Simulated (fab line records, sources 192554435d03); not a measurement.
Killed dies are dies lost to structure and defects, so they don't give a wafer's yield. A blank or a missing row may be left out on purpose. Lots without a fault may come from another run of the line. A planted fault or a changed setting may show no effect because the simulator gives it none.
Which tool did it? | flow n5_finfet | 10 lots, 30 wafers sampled, at 1 step of a route of 1938

WHAT THE GAUGES READ, wafer by wafer
N5_BEOL_M4_INSPECT_59: inspects for defects (darkfield).
lot  | measured     | on                | raw_defect_count
L831 | day 9 01:06  | defect_inspect-02 | 99 87 115
L834 | day 9 14:11  | defect_inspect-01 | 102 90 66
L836 | day 9 22:59  | defect_inspect-02 | 90 86 60
L839 | day 10 18:37 | defect_inspect-01 | 90 101 69
L840 | day 11 14:22 | defect_inspect-02 | 78 167 154
L845 | day 12 02:18 | defect_inspect-01 | 37 57 25
L844 | day 12 06:44 | defect_inspect-01 | 68 75 93
L851 | day 13 21:12 | defect_inspect-02 | 77 61 50
L852 | day 14 04:16 | defect_inspect-01 | 64 61 64
L853 | day 14 08:27 | defect_inspect-01 | 101 88 65

WHICH TOOL RAN EACH LOT (tool, then ch and the chambers of the sampled wafers, then the start)
The record holds no process step before these readings.

THE ANSWER, worked out from the rows above alone
Rule: what is usual is taken from the lots themselves. Put in order of their means at a reading, lots are off if they are a third of the lots or fewer, leave a main group of 4 or more, and stand apart from it by a gap of 3 or more times the standard deviation of the main group's means; of several such gaps the widest counts. A main group whose means are all the same, to the digits that the tables above print for the reading, isn't used. A lot without any number at a reading at which 4 lots or more have one is off too. The other lots that the step has rows for count as sound.
No lot is off at any reading shown: from this, nothing can be told.

WHAT THE SIMULATOR HAD PUT IN
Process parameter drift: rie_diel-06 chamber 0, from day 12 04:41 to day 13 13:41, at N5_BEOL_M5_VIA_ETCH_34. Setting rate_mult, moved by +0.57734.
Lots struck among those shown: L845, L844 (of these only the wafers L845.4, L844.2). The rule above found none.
